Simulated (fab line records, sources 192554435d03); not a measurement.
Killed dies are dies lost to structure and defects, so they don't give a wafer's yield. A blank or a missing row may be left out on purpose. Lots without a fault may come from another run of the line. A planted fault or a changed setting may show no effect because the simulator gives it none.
fab line records | flow n5_finfet
record lots=24 wafers=72 last_day=18
route steps=1938 shown BEOL_M1@815 BEOL_M2@860
lots that met no fault: from a run of the same line without faults
start_h: hours from the record's first day to the start of the lot's first wafer shown | wait_h: hours since the lot's step before | " the same as in the row above | L1.1+2: a row that stands for several wafers | - no value, or no start given | * or withheld: withheld | < > ~ a bound
route shown NAME@n: a module of which the file shows steps, and the number in the route of the first | usual: mean/standard deviation of fault-free wafers | same: alike in all rows | chamber/n: place in a boat | sites: the reading at each site | _std_site: their standard deviation | _edge_site: outer sites' mean less inner sites' | radius_mm: how far each site lies from the wafer's centre | mask NAME#n: copy n | behind: the tool/chamber that last shaped the wafer | hold: why the lot was held/for how many hours/how that ended | device: the transistor (n, p or np) that didn't switch | end of line: the same wafers' tests at the end of the route | a step without rows: its recipe alone | killed: dies lost to structure and defects at the first sort, not the wafer's yield | map: a wafer's dies, x killed, . not, _ none there
set.NAME: the setting as run; set.NAME@STEP: as run at that earlier step | model.NAME: the simulator's own value behind a step, which no gauge read
steps of the route over a sample of lots; a table a step, a row a wafer
services: from which hour (start_h, from the record's first day; less than 0 if before it) a tool's chamber was out of use, for how many hours, and why
## steps
# step N5_BEOL_M1_ANNEAL_49
# recipe temp_c=400 time_s=240 ambient=vacuum
# usual heater_power_w=867/45
# columns lot.wafer tool chamber start_h wait_h heater_power_w
L075.3 pvd_sputter-02 - 127.18 0.0 837
L075.4 " - " " 868
L075.6 " - " " 873
L074.2 pvd_sputter-03 - 128.67 0.0 834
L074.5 " - " " 845
L074.6 " - " " 878
L076.1 pvd_sputter-03 - 135.38 0.0 835
L076.3 " - " " 872
L076.5 " - " " 868
L077.1 pvd_sputter-01 - 142.70 0.0 854
L077.2 " - " " 839
L077.3 " - " " 932
L078.1 pvd_sputter-01 - 150.83 0.0 839
L078.5 " - " " 813
L078.6 " - " " 916
L079.3 pvd_sputter-03 - 157.31 0.0 941
L079.5 " - " " 885
L079.6 " - " " 826
L080.3 pvd_sputter-03 - 160.19 0.0 942
L080.4 " - " " 826
L080.6 " - " " 819
L081.3 pvd_sputter-01 - 165.80 0.0 835
L081.4 " - " " 832
L081.5 " - " " 820
L082.2 pvd_sputter-03 - 175.32 0.0 804
L082.3 " - " " 936
L082.6 " - " " 806
L083.2 pvd_sputter-01 - 178.16 0.0 821
L083.5 " - " " 836
L083.6 " - " " 932
L084.1 pvd_sputter-02 - 194.32 0.0 896
L084.3 " - " " 889
L084.5 " - " " 882
L085.1 pvd_sputter-03 - 204.23 0.0 841
L085.3 " - " " 881
L085.4 " - " " 936
L086.2 pvd_sputter-02 - 210.62 0.0 891
L086.4 " - " " 826
L086.5 " - " " 880
L087.1 pvd_sputter-01 - 226.93 0.0 852
L087.4 " - " " 838
L087.5 " - " " 845
L088.2 pvd_sputter-02 - 230.94 0.0 883
L088.5 " - " " 881
L088.6 " - " " 867
L089.1 pvd_sputter-01 - 233.31 0.0 848
L089.4 " - " " 819
L089.6 " - " " 826
L091.2 pvd_sputter-03 - 233.57 0.0 948
L091.5 " - " " 795
L091.6 " - " " 899
L090.2 pvd_sputter-03 - 237.27 0.0 820
L090.4 " - " " 906
L090.5 " - " " 870
L092.4 pvd_sputter-01 - 238.93 0.0 826
L092.5 " - " " 843
L092.6 " - " " 834
L093.1 pvd_sputter-01 - 247.51 0.0 933
L093.2 " - " " 822
L093.6 " - " " 841
L094.1 pvd_sputter-01 - 251.98 0.0 834
L094.4 " - " " 960
L094.5 " - " " 973
L095.1 pvd_sputter-03 - 256.56 0.0 835
L095.3 " - " " 841
L095.4 " - " " 924
L096.3 pvd_sputter-01 - 262.11 0.0 937
L096.4 " - " " 813
L096.6 " - " " 838
L097.2 pvd_sputter-03 - 270.57 0.0 893
L097.3 " - " " 933
L097.5 " - " " 919
# step N5_BEOL_M1_ANNEAL_93
# recipe temp_c=400 time_s=240 ambient=vacuum
# usual heater_power_w=867/44
# columns lot.wafer tool chamber start_h wait_h heater_power_w
L075.3 pvd_sputter-02 - 128.50 0.0 824
L075.4 " - " " 866
L075.6 " - " " 892
L074.2 pvd_sputter-03 - 129.99 0.0 793
L074.5 " - " " 848
L074.6 " - " " 875
L076.1 pvd_sputter-03 - 136.70 0.0 827
L076.3 " - " " 861
L076.5 " - " " 834
L077.1 pvd_sputter-01 - 144.02 0.0 841
L077.2 " - " " 820
L077.3 " - " " 972
L078.1 pvd_sputter-01 - 152.15 0.0 841
L078.5 " - " " 840
L078.6 " - " " 928
L079.3 pvd_sputter-03 - 158.63 0.0 951
L079.5 " - " " 881
L079.6 " - " " 805
L080.3 pvd_sputter-03 - 161.51 0.0 938
L080.4 " - " " 857
L080.6 " - " " 839
L081.3 pvd_sputter-01 - 167.12 0.0 829
L081.4 " - " " 873
L081.5 " - " " 838
L082.2 pvd_sputter-03 - 176.64 0.0 825
L082.3 " - " " 914
L082.6 " - " " 803
L083.2 pvd_sputter-01 - 179.48 0.0 852
L083.5 " - " " 837
L083.6 " - " " 940
L084.1 pvd_sputter-02 - 195.64 0.0 876
L084.3 " - " " 880
L084.5 " - " " 877
L085.1 pvd_sputter-03 - 205.55 0.0 838
L085.3 " - " " 878
L085.4 " - " " 937
L086.2 pvd_sputter-02 - 211.94 0.0 892
L086.4 " - " " 844
L086.5 " - " " 887
L087.1 pvd_sputter-01 - 228.25 0.0 831
L087.4 " - " " 823
L087.5 " - " " 849
L088.2 pvd_sputter-02 - 232.26 0.0 882
L088.5 " - " " 878
L088.6 " - " " 874
L089.1 pvd_sputter-01 - 234.63 0.0 823
L089.4 " - " " 844
L089.6 " - " " 825
L091.2 pvd_sputter-03 - 234.89 0.0 936
L091.5 " - " " 819
L091.6 " - " " 879
L090.2 pvd_sputter-03 - 238.59 0.0 808
L090.4 " - " " 867
L090.5 " - " " 880
L092.4 pvd_sputter-01 - 240.25 0.0 851
L092.5 " - " " 845
L092.6 " - " " 858
L093.1 pvd_sputter-01 - 248.83 0.0 947
L093.2 " - " " 865
L093.6 " - " " 854
L094.1 pvd_sputter-01 - 254.04 0.1 848
L094.4 " - " " 934
L094.5 " - " " 930
L095.1 pvd_sputter-03 - 257.88 0.0 808
L095.3 " - " " 837
L095.4 " - " " 916
L096.3 pvd_sputter-01 - 263.43 0.0 953
L096.4 " - " " 828
L096.6 " - " " 845
L097.2 pvd_sputter-03 - 271.89 0.0 892
L097.3 " - " " 935
L097.5 " - " " 941
# step N5_BEOL_M1_SPUTTER_96
# recipe material=Cu target_thk_a=45 temp_c=-20 chamber_pressure_pa=0.07 power_w=withheld time_s=8.29
# usual chamber_pressure_pa=0.07001/0.00016 substrate_temp_c=-19.99/0.12 throttle_valve_pct=30.1/1.2
# columns lot.wafer tool chamber start_h wait_h chamber_pressure_pa substrate_temp_c throttle_valve_pct
L075.3 pvd_sputter-02 - 128.86 0.1 0.06995 -19.98 29.3
L075.4 " - " " 0.07006 -20.00 30.4
L075.6 " - " " 0.07017 -20.13 30.4
L074.2 pvd_sputter-03 - 130.35 0.1 0.06996 -20.10 30.5
L074.5 " - " " 0.06996 -19.97 28.4
L074.6 " - " " 0.06988 -20.02 29.7
L076.1 pvd_sputter-03 - 137.06 0.1 0.06978 -19.88 30.4
L076.3 " - " " 0.06983 -19.98 29.9
L076.5 " - " " 0.06981 -19.86 28.2
L077.1 pvd_sputter-01 - 144.38 0.1 0.06989 -19.81 31.0
L077.2 " - " " 0.06994 -20.17 32.6
L077.3 " - " " 0.07019 -19.83 29.2
L078.1 pvd_sputter-01 - 152.51 0.1 0.07012 -20.04 29.5
L078.5 " - " " 0.07009 -19.87 32.6
L078.6 " - " " 0.06966 -20.21 28.9
L079.3 pvd_sputter-03 - 158.99 0.1 0.06996 -20.05 31.2
L079.5 " - " " 0.07041 -19.96 30.0
L079.6 " - " " 0.06996 -20.11 30.8
L080.3 pvd_sputter-03 - 161.87 0.1 0.06998 -19.80 31.2
L080.4 " - " " 0.06982 -20.15 28.3
L080.6 " - " " 0.07003 -19.86 30.9
L081.3 pvd_sputter-01 - 167.48 0.1 0.06992 -19.85 30.5
L081.4 " - " " 0.06993 -19.96 30.9
L081.5 " - " " 0.06998 -20.01 32.7
L082.2 pvd_sputter-03 - 177.00 0.1 0.07009 -20.12 30.8
L082.3 " - " " 0.06993 -20.02 31.1
L082.6 " - " " 0.07015 -20.15 30.6
L083.2 pvd_sputter-01 - 179.84 0.1 0.07011 -19.93 29.8
L083.5 " - " " 0.07013 -19.82 29.7
L083.6 " - " " 0.07022 -20.09 29.3
L084.1 pvd_sputter-02 - 196.00 0.1 0.06974 -19.85 28.2
L084.3 " - " " 0.06978 -20.06 30.7
L084.5 " - " " 0.07016 -20.22 29.8
L085.1 pvd_sputter-03 - 205.91 0.1 0.06989 -19.94 28.0
L085.3 " - " " 0.07 -20.16 29.9
L085.4 " - " " 0.07008 -20.06 31.0
L086.2 pvd_sputter-02 - 212.30 0.1 0.06956 -20.03 30.4
L086.4 " - " " 0.06994 -19.87 29.3
L086.5 " - " " 0.06995 -20.11 30.3
L087.1 pvd_sputter-01 - 228.61 0.1 0.06989 -20.19 32.7
L087.4 " - " " 0.07015 -20.05 30.9
L087.5 " - " " 0.07012 -19.96 30.5
L088.2 pvd_sputter-02 - 232.62 0.1 0.07003 -19.88 29.7
L088.5 " - " " 0.06988 -19.83 30.5
L088.6 " - " " 0.07012 -19.93 28.0
L089.1 pvd_sputter-01 - 234.99 0.1 0.06996 -19.92 30.7
L089.4 " - " " 0.07 -20.17 32.7
L089.6 " - " " 0.06985 -20.18 32.3
L091.2 pvd_sputter-03 - 235.25 0.1 0.06978 -20.07 31.0
L091.5 " - " " 0.07013 -20.04 30.9
L091.6 " - " " 0.07023 -19.93 30.2
L090.2 pvd_sputter-03 - 238.95 0.1 0.0704 -20.05 30.8
L090.4 " - " " 0.06992 -19.92 29.9
L090.5 " - " " 0.06984 -20.15 29.9
L092.4 pvd_sputter-01 - 240.61 0.1 0.06988 -20.13 30.6
L092.5 " - " " 0.06995 -19.99 29.7
L092.6 " - " " 0.06984 -19.97 30.7
L093.1 pvd_sputter-01 - 249.19 0.1 0.07001 -19.89 29.2
L093.2 " - " " 0.06973 -19.76 30.4
L093.6 " - " " 0.06994 -19.89 29.8
L094.1 pvd_sputter-01 - 254.76 0.1 0.06977 -20.05 32.5
L094.4 " - " " 0.07026 -20.08 29.2
L094.5 " - " " 0.06986 -20.24 29.2
L095.1 pvd_sputter-03 - 258.24 0.1 0.07017 -19.98 30.7
L095.3 " - " " 0.07 -19.89 28.3
L095.4 " - " " 0.06983 -19.90 31.0
L096.3 pvd_sputter-01 - 263.79 0.1 0.07017 -19.89 29.5
L096.4 " - " " 0.06999 -20.01 29.5
L096.6 " - " " 0.07018 -20.02 29.9
L097.2 pvd_sputter-03 - 272.25 0.1 0.0699 -20.01 30.0
L097.3 " - " " 0.07028 -19.99 30.8
L097.5 " - " " 0.07004 -19.86 31.2
# step N5_BEOL_M1_RS_MEAS_58
# recipe thk_meas_gauge=four-point-probe reads=Co_of_BEOL_M1_CO_CAP_55+Cu_of_BEOL_M1_ECD_50+Co_of_BEOL_M1_CVD_47+TaN_of_BEOL_M1_ALD_84
# usual M1_RS=0.67/0.037
# columns lot.wafer tool chamber start_h wait_h M1_RS[ohm/sq]
L075.3 film_metro-01 - 130.16 0.1 0.73
L075.4 " - " " 0.65
L075.6 " - " " 0.69
L074.2 film_metro-02 - 131.40 0.1 0.67
L074.5 " - " " 0.64
L074.6 " - " " 0.66
L076.1 film_metro-01 - 138.10 0.0 0.69
L076.3 " - " " 0.69
L076.5 " - " " 0.65
L077.1 film_metro-01 - 145.45 0.0 0.70
L077.2 " - " " 0.69
L077.3 " - " " 0.70
L078.1 film_metro-02 - 153.58 0.0 0.68
L078.5 " - " " 0.70
L078.6 " - " " 0.66
L079.3 film_metro-01 - 160.07 0.1 0.65
L079.5 " - " " 0.68
L079.6 " - " " 0.65
L080.3 film_metro-01 - 162.97 0.1 0.71
L080.4 " - " " 0.71
L080.6 " - " " 0.72
L081.3 film_metro-01 - 168.67 0.1 0.69
L081.4 " - " " 0.62
L081.5 " - " " 0.64
L082.2 film_metro-01 - 178.06 0.1 0.71
L082.3 " - " " 0.71
L082.6 " - " " 0.74
L083.2 film_metro-01 - 180.89 0.1 0.71
L083.5 " - " " 0.70
L083.6 " - " " 0.64
L084.1 film_metro-02 - 197.06 0.0 0.64
L084.3 " - " " 0.65
L084.5 " - " " 0.63
L085.1 film_metro-02 - 207.58 0.0 0.71
L085.3 " - " " 0.72
L085.4 " - " " 0.65
L086.2 film_metro-02 - 213.43 0.1 0.67
L086.4 " - " " 0.67
L086.5 " - " " 0.66
L087.1 film_metro-01 - 229.81 0.0 0.66
L087.4 " - " " 0.61
L087.5 " - " " 0.62
L088.2 film_metro-02 - 233.76 0.1 0.70
L088.5 " - " " 0.66
L088.6 " - " " 0.64
L089.1 film_metro-02 - 236.07 0.1 0.68
L089.4 " - " " 0.72
L089.6 " - " " 0.64
L091.2 film_metro-01 - 236.32 0.1 0.68
L091.5 " - " " 0.61
L091.6 " - " " 0.65
L090.2 film_metro-01 - 240.69 0.1 0.64
L090.4 " - " " 0.63
L090.5 " - " " 0.62
L092.4 film_metro-02 - 241.66 0.0 0.69
L092.5 " - " " 0.67
L092.6 " - " " 0.71
L093.1 film_metro-02 - 250.23 0.0 0.67
L093.2 " - " " 0.64
L093.6 " - " " 0.62
L094.1 film_metro-01 - 255.89 0.0 0.71
L094.4 " - " " 0.69
L094.5 " - " " 0.69
L095.1 film_metro-02 - 259.56 0.0 0.71
L095.3 " - " " 0.67
L095.4 " - " " 0.64
L096.3 film_metro-02 - 264.90 0.1 0.66
L096.4 " - " " 0.62
L096.6 " - " " 0.62
L097.2 film_metro-01 - 273.48 0.1 0.63
L097.3 " - " " 0.65
L097.5 " - " " 0.61
# step N5_BEOL_M2_ETCH_64
# recipe chemistry=N2/H2 target=SOC target_depth_a=750 overetch_a=225 mask_material=SiARC temp_c=40 time_s=121.9 ion_energy_ev=200 pressure_mtorr=30 source_w=840 bias_w=150 n2_flow_sccm=200 h2_flow_sccm=200
# usual drypump_motor_current_A=5.6/0.56 h2_flow_sccm=200.0/0.67 oes_product_au=0.60/0.064 rf_vpp_V=524.0/2.8 showerhead_plenum_p_Torr=2.55/0.092 throttle_valve_pct=17.7/0.33
# columns lot.wafer tool chamber start_h wait_h drypump_motor_current_A h2_flow_sccm oes_product_au rf_hours_counter_h rf_vpp_V showerhead_plenum_p_Torr throttle_valve_pct
L075.3 rie_diel-05 3 131.80 0.0 5.4 199.5 0.53 224 521.2 2.52 17.8
L075.4 " 3 " " 5.4 198.6 0.53 - 522.8 2.52 17.8
L075.6 " 2 " " 5.6 200.5 0.62 - 524.0 2.57 17.6
L074.2 rie_diel-05 3 132.98 0.0 5.4 200.0 0.53 225 523.8 2.52 17.8
L074.5 " 3 " " 5.4 200.7 0.54 - 521.5 2.52 17.8
L074.6 " 2 " " 5.6 199.6 0.62 - 525.5 2.57 17.6
L076.1 rie_diel-06 0 139.47 0.0 5.0 201.3 0.69 40 527.7 2.71 17.4
L076.3 " 1 " " 5.1 200.5 0.51 239 523.4 2.50 17.7
L076.5 " 1 " " 5.1 199.6 0.51 - 524.8 2.50 17.7
L077.1 rie_diel-05 3 146.99 0.0 5.4 199.8 0.53 231 522.0 2.52 17.9
L077.2 " 2 " " 5.6 199.7 0.61 95 524.6 2.56 17.6
L077.3 " 0 " " 5.3 200.6 0.62 90 521.7 2.47 17.6
L078.1 rie_diel-06 3 155.09 0.0 6.7 200.6 0.54 208 525.3 2.61 17.9
L078.5 " 0 " " 5.0 199.5 0.67 - 527.1 2.70 17.4
L078.6 " 3 " " 6.6 199.5 0.55 - 526.8 2.61 17.9
L079.3 rie_diel-06 2 161.04 0.0 6.5 199.9 0.53 232 516.8 2.40 18.3
L079.5 " 0 " " 5.0 200.0 0.68 - 527.4 2.70 17.4
L079.6 " 3 " " 6.7 199.6 0.55 - 526.3 2.61 17.9
L080.3 rie_diel-02 0 164.60 0.0 5.7 199.6 0.64 62 521.5 2.47 17.3
L080.4 " 3 " " 5.8 200.2 0.61 105 524.8 2.56 17.7
L080.6 " 2 " " 5.3 201.0 0.68 - 528.5 2.69 17.2
L081.3 rie_diel-02 1 170.02 0.0 6.0 200.9 0.56 210 525.6 2.62 18.0
L081.4 " 0 " " 5.7 200.3 0.64 63 523.2 2.47 17.3
L081.5 " 3 " " 5.8 199.9 0.61 - 524.8 2.56 17.7
L082.2 rie_diel-06 1 178.88 0.0 5.1 200.5 0.51 254 522.9 2.50 17.8
L082.3 " 3 " " 6.6 199.7 0.54 216 526.7 2.60 17.9
L082.6 " 3 " " 6.6 200.9 0.54 - 526.5 2.60 17.9
L083.2 rie_diel-02 0 182.93 0.0 5.7 198.9 0.63 68 520.2 2.47 17.3
L083.5 " 1 " " 6.0 200.3 0.54 - 524.8 2.62 18.0
L083.6 " 0 " " 5.7 199.8 0.63 - 521.3 2.47 17.3
L084.1 rie_diel-05 2 200.32 0.0 5.6 201.0 0.60 116 524.8 2.55 17.7
L084.3 " 1 " " 4.9 199.0 0.69 22 521.7 2.49 17.1
L084.5 " 2 " " 5.7 200.7 0.60 - 525.5 2.55 17.7
L085.1 rie_diel-02 1 209.88 0.0 6.0 201.3 0.55 226 525.5 2.62 18.0
L085.3 " 3 " " 5.8 200.2 0.59 120 523.2 2.56 17.7
L085.4 " 1 " " 6.0 202.0 0.54 - 527.4 2.62 18.0
L086.2 rie_diel-05 0 214.79 0.0 5.3 199.7 0.60 120 521.2 2.45 17.6
L086.4 " 2 " " 5.6 200.2 0.60 - 522.7 2.55 17.7
L086.5 " 1 " " 4.9 200.9 0.68 - 521.6 2.48 17.1
L087.1 rie_diel-05 2 230.78 0.0 5.7 199.0 0.59 133 522.3 2.55 17.7
L087.4 " 1 " " 4.8 200.4 0.67 39 521.5 2.48 17.2
L087.5 " 2 " " 5.6 198.5 0.60 - 523.9 2.55 17.7
L088.2 rie_diel-06 2 236.49 0.0 6.4 199.4 0.53 240 520.8 2.39 18.3
L088.5 " 2 " " 6.5 199.0 0.52 - 520.3 2.39 18.3
L088.6 " 3 " " 6.6 200.3 0.53 - 526.7 2.60 17.9
L089.1 rie_diel-05 0 237.69 0.0 5.3 200.4 0.59 130 520.9 2.45 17.6
L089.4 " 2 " " 5.6 199.7 0.59 135 523.8 2.55 17.7
L089.6 " 2 " " 5.6 199.7 0.58 - 523.2 2.55 17.7
L091.2 rie_diel-02 1 237.97 0.0 6.0 200.3 0.53 239 526.4 2.61 18.0
L091.5 " 2 " " 5.3 199.3 0.65 - 527.5 2.68 17.3
L091.6 " 1 " " 6.0 200.2 0.53 - 525.7 2.61 18.0
L090.2 rie_diel-06 2 242.27 0.0 6.4 200.4 0.53 244 520.0 2.39 18.3
L090.4 " 0 " " 5.0 199.2 0.66 70 527.2 2.69 17.5
L090.5 " 3 " " 6.6 199.1 0.53 - 524.0 2.60 18.0
L092.4 rie_diel-06 0 242.76 0.0 5.0 200.2 0.65 70 529.9 2.69 17.5
L092.5 " 1 " " 5.1 199.7 0.72 - 522.4 2.50 17.3
L092.6 " 0 " " 5.0 199.0 0.65 - 528.7 2.69 17.5
L093.1 rie_diel-06 2 252.15 0.0 6.4 199.6 0.52 247 519.5 2.39 18.3
L093.2 " 3 " " 6.6 198.8 0.52 236 525.8 2.59 18.0
L093.6 " 0 " " 5.0 199.6 0.65 - 528.2 2.69 17.4
L094.1 rie_diel-02 0 259.09 0.0 5.7 200.1 0.61 100 521.0 2.45 17.4
L094.4 " 2 " " 5.3 200.0 0.65 67 526.2 2.68 17.3
L094.5 " 0 " " 5.7 200.3 0.60 - 522.8 2.45 17.4
L095.1 rie_diel-02 3 260.48 0.0 5.8 200.6 0.58 142 522.9 2.55 17.7
L095.3 " 0 " " 5.7 200.1 0.60 101 520.9 2.45 17.4
L095.4 " 2 " " 5.4 201.4 0.64 68 528.8 2.68 17.3
L096.3 rie_diel-06 3 268.47 0.0 6.7 200.6 0.53 243 524.8 2.59 18.0
L096.4 " 1 " " 5.1 200.7 0.69 11 522.3 2.49 17.4
L096.6 " 2 " " 6.5 200.3 0.52 - 519.1 2.39 18.3
L097.2 rie_diel-06 2 274.86 0.0 6.5 200.0 0.52 255 519.8 2.39 18.3
L097.3 " 1 " " 5.1 199.9 0.68 12 522.4 2.49 17.4
L097.5 " 2 " " 6.4 199.3 0.51 - 519.6 2.39 18.3
# step N5_BEOL_M2_ANNEAL_49
# recipe temp_c=400 time_s=240 ambient=vacuum
# usual heater_power_w=868/43
# columns lot.wafer tool chamber start_h wait_h heater_power_w
L075.3 pvd_sputter-03 - 139.56 0.0 853
L075.4 " - " " 934
L075.6 " - " " 828
L074.2 pvd_sputter-02 - 143.93 0.0 900
L074.5 " - " " 897
L074.6 " - " " 904
L076.1 pvd_sputter-01 - 145.02 0.0 833
L076.3 " - " " 828
L076.5 " - " " 846
L077.1 pvd_sputter-02 - 150.59 0.0 896
L077.2 " - " " 888
L077.3 " - " " 854
L078.1 pvd_sputter-02 - 162.07 0.0 882
L078.5 " - " " 899
L078.6 " - " " 898
L079.3 pvd_sputter-03 - 165.67 0.0 896
L079.5 " - " " 838
L079.6 " - " " 877
L080.3 pvd_sputter-01 - 180.00 0.0 836
L080.4 " - " " 960
L080.6 " - " " 851
L081.3 pvd_sputter-02 - 183.21 0.0 872
L081.4 " - " " 901
L081.5 " - " " 872
L082.2 pvd_sputter-03 - 184.02 0.0 806
L082.3 " - " " 875
L082.6 " - " " 810
L083.2 pvd_sputter-01 - 186.03 0.0 842
L083.5 " - " " 816
L083.6 " - " " 859
L084.1 pvd_sputter-01 - 206.91 0.0 847
L084.3 " - " " 844
L084.5 " - " " 951
L085.1 pvd_sputter-01 - 214.99 0.0 952
L085.3 " - " " 841
L085.4 " - " " 836
L086.2 pvd_sputter-02 - 217.22 0.0 870
L086.4 " - " " 866
L086.5 " - " " 868
L087.1 pvd_sputter-01 - 236.77 0.0 928
L087.4 " - " " 831
L087.5 " - " " 950
L088.2 pvd_sputter-01 - 243.17 0.0 848
L088.5 " - " " 845
L088.6 " - " " 847
L089.1 pvd_sputter-03 - 243.73 0.0 856
L089.4 " - " " 922
L089.6 " - " " 888
L091.2 pvd_sputter-01 - 245.63 0.0 845
L091.5 " - " " 842
L091.6 " - " " 930
L090.2 pvd_sputter-03 - 247.61 0.0 845
L090.4 " - " " 868
L090.5 " - " " 928
L092.4 pvd_sputter-03 - 252.72 0.0 833
L092.5 " - " " 836
L092.6 " - " " 903
L093.1 pvd_sputter-01 - 260.27 0.0 845
L093.2 " - " " 950
L093.6 " - " " 831
L094.1 pvd_sputter-02 - 262.00 0.0 888
L094.4 " - " " 869
L094.5 " - " " 884
L095.1 pvd_sputter-01 - 267.07 0.0 850
L095.3 " - " " 943
L095.4 " - " " 814
L096.3 pvd_sputter-01 - 282.02 0.0 826
L096.4 " - " " 948
L096.6 " - " " 932
L097.2 pvd_sputter-01 - 286.47 0.0 839
L097.3 " - " " 960
L097.5 " - " " 866
## services
# columns tool chamber start_h hours kind
rie_diel-02 0 122.41 2.5 repair
rie_diel-05 1 129.72 - clean
rie_diel-05 1 129.72 - consumable_replace:focus_ring
rie_diel-05 1 129.72 12.8 scheduled_down
rie_diel-05 1 129.72 12.8 vent_cycle
rie_diel-02 0 151.41 1.6 repair
rie_diel-06 2 168.37 33.9 repair
rie_diel-06 - 195.13 28.1 pm
rie_diel-05 3 198.03 - clean
rie_diel-05 3 198.03 - consumable_replace:focus_ring
rie_diel-05 3 198.03 19.4 scheduled_down
rie_diel-05 3 198.03 19.4 vent_cycle
rie_diel-06 1 223.23 - clean
rie_diel-06 1 223.23 - consumable_replace:focus_ring
rie_diel-06 1 223.23 18.1 scheduled_down
rie_diel-06 1 223.23 18.1 vent_cycle
rie_diel-05 - 250.18 0.4 repair
rie_diel-02 1 268.76 - clean
rie_diel-02 1 268.76 - consumable_replace:focus_ring
rie_diel-06 2 280.14 - clean
rie_diel-06 2 280.14 - consumable_replace:focus_ring
rie_diel-06 2 280.14 - consumable_replace:showerhead
rie_diel-06 2 280.14 20.4 scheduled_down
rie_diel-06 2 280.14 20.4 vent_cycle
## key
fault none
